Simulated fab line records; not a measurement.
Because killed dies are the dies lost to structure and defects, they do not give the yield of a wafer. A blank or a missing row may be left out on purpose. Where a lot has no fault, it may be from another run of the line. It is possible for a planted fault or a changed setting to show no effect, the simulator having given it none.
Matching of chambers -- flow n5Finfet -- 4 sister chambers for N5_HKMG_FIN_ALD_91 on aldMetal-01
The step deposits TiN, target thk 1 nm, pulse time 1 s, purge time 3 s. 14 wafers are shown with their chamber, then 7 later ones without.

WAFERS, EACH WITH ITS CHAMBER
wafer,chamber,heaterPowerW (W),precursorPulseHeightRel
L081.2,2,984,0.974
L081.4,3,839,1.014
L081.6,2,1009,0.993
L083.1,3,830,1.005
L083.2,1,940,0.972
L083.5,0,1022,0.959
L087.3,0,995,1.005
L087.4,2,986,1.019
L087.5,1,954,0.985
L089.1,2,977,1.006
L089.2,0,1002,1.018
L089.4,0,1032,1.018
L090.1,2,999,0.975
L090.4,1,929,1.006

SIGNATURES (means of the wafers above)
reading,chamber 0,chamber 1,chamber 2,chamber 3,scatter within a chamber
heaterPowerW,1012.75,941.00,991.00,834.50,13.8
precursorPulseHeightRel,1.00000,0.98767,0.99340,1.00950,0.0212
Rule: a wafer's distance from a chamber is the root of the sum, over the readings, of the square of ((its reading less the chamber's mean) divided by the reading's scatter). If the next closest chamber is less than 2 further off than the closest, the wafer can't be placed; otherwise it belongs to the closest. The scatter: take each reading less its chamber's mean, square it, sum over the shown wafers, divide by the number of wafers less the number of chambers, and take the root.

WAFERS WHOSE CHAMBER IS MISSING
wafer,heaterPowerW (W),precursorPulseHeightRel
L090.6,954,1.012
L094.3,948,0.988
L094.4,822,0.994
L094.5,1015,1.009
L095.1,986,1.036
L095.3,962,0.951
L095.4,839,0.997

CHAMBER TAKEN BY EACH
wafer,from the rows above,in truth
L090.6,can't be placed: 1 or 2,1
L094.3,1,1
L094.4,3,3
L094.5,can't be placed: 0 or 2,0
L095.1,can't be placed: 2 or 0 or 1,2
L095.3,can't be placed: 1 or 2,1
L095.4,3,3
Correct placement for 3 of the 7. Not placeable from these rows: 4 (in 4, the candidates include the true chamber). 0 placed wrongly.
